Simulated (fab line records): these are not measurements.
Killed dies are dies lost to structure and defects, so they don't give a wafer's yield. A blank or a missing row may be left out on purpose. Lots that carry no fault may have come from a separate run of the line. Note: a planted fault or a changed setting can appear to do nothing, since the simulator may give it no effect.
Which tool was responsible? ; flow n5-finfet ; 30 wafers from 10 lots sampled at 5 of the route's 1938 steps

WHAT THE GAUGES SHOWED, per wafer
N5_BEOL_M4_RC_MEAS_101. Usual: COMB_M4_max_site 8.2e-11 S/m, standard deviation 2.2e-11; DIBL_N 35.9 mV/V, standard deviation 1.4; DIBL_P 35.9 mV/V, standard deviation 1.7; IOFF_N 0.155 nA/um, standard deviation 0.023; IOFF_P 0.201 nA/um, standard deviation 0.029; ION_N 672 uA/um, standard deviation 8.8; ION_P 460 uA/um, standard deviation 7; SS_N 71.6 mV/dec, standard deviation 0.48; SS_P 73.1 mV/dec, standard deviation 0.64; VT_N 250.0 mV, standard deviation 3; VT_P -251.6 mV, standard deviation 3.
lot;measured;on;COMB_M4_max_site (S/m);DIBL_N (mV/V);DIBL_P (mV/V);IOFF_N (nA/um);IOFF_P (nA/um);ION_N (uA/um);ION_P (uA/um);SS_N (mV/dec);SS_P (mV/dec);VT_N (mV);VT_P (mV);flag
L884;day 8 04:57;prober-02;1.25e-10 9e-11 4.4e-11;34.9 34.1 35.3;33.6 33.5 35.0;0.130 0.120 0.145;0.184 0.181 0.213;652 660 664;452 455 463;71.9 71.0 71.7;72.2 72.6 72.7;256.1 254.3 251.9;-249.7 -250.7 -250.3;
L885;day 8 14:56;prober-02;8.2e-11 7.5e-11 1.35e-10;35.3 35.4 36.0;34.0 34.6 36.0;0.146 0.144 0.163;0.207 0.206 0.232;672 670 688;469 462 475;71.8 71.1 72.0;72.6 73.0 73.2;252.7 250.4 248.6;-248.6 -247.5 -247.8;
L888;day 8 23:53;prober-01;8.9e-11 8e-11 8.5e-11;32.8 35.5 35.6;34.9 37.1 37.1;0.126 0.165 0.161;0.168 0.200 0.208;663 671 668;453 456 459;71.3 71.5 72.1;73.3 73.6 73.6;254.2 250.1 251.3;-257.0 -254.1 -250.2;
L892;day 10 18:28;prober-02;1.42e-10 2.12e-10 2.95e-10;33.1 35.3 33.2;31.8 34.6 32.0;0.114 0.157 0.117;0.162 0.205 0.164;657 674 674;454 459 458;71.0 71.5 69.9;72.5 73.1 71.5;251.4 247.7 253.3;-253.1 -252.2 -252.7;OFF
L895;day 11 05:29;prober-02;2.19e-10 2.05e-10 2.22e-10;36.2 35.2 37.1;34.6 33.5 35.2;0.138 0.123 0.146;0.180 0.166 0.188;671 666 672;461 453 462;70.9 70.5 71.4;72.2 72.1 72.7;249.2 253.1 251.4;-253.5 -256.0 -252.9;OFF
L897;day 11 12:03;prober-01;8.9e-11 9.3e-11 7.7e-11;36.9 37.7 36.5;36.8 37.6 35.2;0.183 0.198 0.170;0.244 0.260 0.227;684 671 670;467 463 461;72.1 72.6 72.4;74.0 73.6 73.7;246.3 244.0 248.2;-249.6 -246.0 -249.3;
L899;day 12 05:29;prober-01;5.5e-11 8.5e-11 8.3e-11;38.6 39.0 37.4;36.4 37.3 35.3;0.165 0.177 0.144;0.210 0.217 0.196;677 675 675;464 457 458;71.7 71.8 71.4;73.7 74.6 73.4;249.1 250.3 247.9;-251.6 -251.7 -251.1;
L898;day 12 10:29;prober-02;1.16e-10 5.7e-11 1e-10;35.5 36.6 37.5;36.6 37.4 38.9;0.145 0.164 0.188;0.221 0.237 0.267;674 683 684;471 474 476;71.6 72.0 71.8;73.2 73.5 73.9;250.0 247.9 245.9;-247.2 -245.8 -244.8;
L904;day 13 16:23;prober-01;4.8e-11 4e-11 6.7e-11;35.4 36.3 37.0;36.7 38.7 39.4;0.188 0.205 0.231;0.220 0.250 0.267;688 680 676;469 465 462;71.3 71.7 72.3;73.3 73.7 74.4;243.8 244.3 243.5;-248.9 -249.2 -249.4;
L905;day 13 18:04;prober-01;5.3e-11 6.7e-11 5.3e-11;35.9 37.2 34.9;35.7 35.9 34.2;0.155 0.157 0.132;0.183 0.196 0.171;679 670 666;461 454 451;71.4 71.7 70.5;72.8 73.5 73.4;248.4 250.7 252.3;-253.1 -252.3 -254.2;

N5_BEOL_M5_THK_MEAS_01. Usual: M5_ILD_THK typically reads 121.1 nm, with standard deviation 1.5.
lot;measured;on;M5_ILD_THK (nm);flag
L884;day 8 06:58;film-metro-01;121.5 122.3 123.8;
L885;day 8 16:28;film-metro-01;118.7 120.8 122.2;
L888;day 9 01:54;film-metro-02;122.4 122.1 123.5;
L892;day 10 20:01;film-metro-01;123.6 121.9 123.7;
L895;day 11 07:01;film-metro-01;120.4 119.1 120.7;
L897;day 11 13:36;film-metro-01;121.2 121.7 121.6;
L899;day 12 06:43;film-metro-01;120.4 121.9 121.7;
L898;day 12 11:52;film-metro-01;119.1 117.8 121.3;
L904;day 13 18:14;film-metro-02;118.4 119.2 121.5;
L905;day 13 20:20;film-metro-02;119.3 121.0 120.1;

WHICH TOOL RAN EACH LOT (tool, then ch and the chambers of the sampled wafers, then the start)
lot;N5_BEOL_M4_ALD_84;N5_BEOL_M4_ANNEAL_91;N5_BEOL_M4_DEP_57
L884;ald-metal-02 ch 2,3, day 8 01:29;pvd-sputter-02, day 8 03:16;pecvd-02 ch 0,1,2, day 8 04:50
L885;ald-metal-01 ch 0,2,3, day 8 09:43;pvd-sputter-02, day 8 13:16;pecvd-01 ch 1,2, day 8 14:49
L888;ald-metal-02 ch 1,2, day 8 20:23;pvd-sputter-02, day 8 22:12;pecvd-01 ch 0,1,2, day 8 23:46
L892;ald-metal-02 ch 0,1,2, day 10 14:35;pvd-sputter-02, day 10 16:19;pecvd-02 ch 0,1,2, day 10 17:53
L895;ald-metal-02 ch 0,1,3, day 11 00:33;pvd-sputter-03, day 11 03:29;pecvd-02 ch 0,1,2, day 11 05:22
L897;ald-metal-01 ch 1,3, day 11 08:09;pvd-sputter-03, day 11 10:22;pecvd-04 ch 0,1,2, day 11 11:56
L899;ald-metal-03 ch 2,3, day 12 01:08;pvd-sputter-01, day 12 02:52;pecvd-01 ch 0,1, day 12 05:04
L898;ald-metal-03 ch 0,1,2, day 12 06:52;pvd-sputter-02, day 12 08:39;pecvd-04 ch 0,1,2, day 12 10:13
L904;ald-metal-01 ch 1,2,3, day 13 12:27;pvd-sputter-01, day 13 14:33;pecvd-02 ch 0,2, day 13 16:07
L905;ald-metal-01 ch 0,1,2, day 13 12:40;pvd-sputter-02, day 13 15:51;pecvd-02 ch 1,2, day 13 17:25
- N5_BEOL_M4_ALD_84: deposits TaN, pulse time 2 s, purge time 3 s, co reactant purge time 2 s.
- N5_BEOL_M4_ANNEAL_91: time 240 s.
- N5_BEOL_M4_DEP_57: deposits SiCN from 3MS/NH3, target thk 8 nm, time 14 s.

WHAT THE TOOLS THEMSELVES READ (means of the sampled wafers that have a number; where no wafer has one, the mark that the record gives instead)
N5_BEOL_M4_ALD_84. Usual: heater-power-w 407 W, standard deviation 34.
lot;tool;heater-power-w (W);flag
L884;ald-metal-02;394;
L885;ald-metal-01;420;
L888;ald-metal-02;415;
L892;ald-metal-02;403;
L895;ald-metal-02;385;
L897;ald-metal-01;384;
L899;ald-metal-03;400;
L898;ald-metal-03;412;
L904;ald-metal-01;394;
L905;ald-metal-01;432;

N5_BEOL_M4_ANNEAL_91. Usual: heater-power-w 797 W, standard deviation 77.
lot;tool;heater-power-w (W);flag
L884;pvd-sputter-02;772;
L885;pvd-sputter-02;782;
L888;pvd-sputter-02;823;
L892;pvd-sputter-02;736;
L895;pvd-sputter-03;730;
L897;pvd-sputter-03;759;
L899;pvd-sputter-01;822;
L898;pvd-sputter-02;812;
L904;pvd-sputter-01;773;
L905;pvd-sputter-02;828;

N5_BEOL_M4_DEP_57. Usual: showerhead-plenum-p-Torr 3.667 Torr, standard deviation 0.009; throttle-valve-pct 8.8 %, standard deviation 0.55.
lot;tool;showerhead-plenum-p-Torr (Torr);throttle-valve-pct (%);flag
L884;pecvd-02;3.671;8.9;
L885;pecvd-01;3.671;8.9;
L888;pecvd-01;3.668;9.0;
L892;pecvd-02;3.671;8.9;
L895;pecvd-02;3.662;8.8;
L897;pecvd-04;3.658;8.4;
L899;pecvd-01;3.667;9.6;
L898;pecvd-04;3.666;8.6;
L904;pecvd-02;3.668;8.5;
L905;pecvd-02;3.664;9.0;

THE ANSWER, worked out from the rows above alone
Rule: a lot is off if the mean of its wafers that have a number lies more than 3 standard deviations from the usual mean. Also off: a lot with no number at a reading for which 4 or more lots have one. Any other lot the step has rows for is counted as sound. Order of review: gauges by route order, followed by the tools' own readings, for which a lot's mean as printed above is used. The first step at which some lot is off is used, and at that step the reading that is off furthest; a lot without a number counts as furthest.
Off: L892, L895, at N5_BEOL_M4_RC_MEAS_101 (COMB_M4_max_site).
If a tool, at a process step before that reading, ran all the lots that are off and no sound lot after the first of them, it fits. Gauges at N5_BEOL_M4_RC_MEAS_101: tried the same way as those tools. One fits: ald-metal-02 at N5_BEOL_M4_ALD_84. A fault onset in the window from L888 (day 8 20:23, its last sound lot) to L892 (day 10 14:35, its first lot off) fits.

WHAT WAS PUT IN BY THE SIMULATOR
Site profile drift: ald-metal-02, from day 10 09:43 on, at N5_BEOL_M4_ALD_84. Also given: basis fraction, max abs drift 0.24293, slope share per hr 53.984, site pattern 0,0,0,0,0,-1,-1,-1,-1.
Lots struck among those shown: L892, L895. The same result came from the rule above.
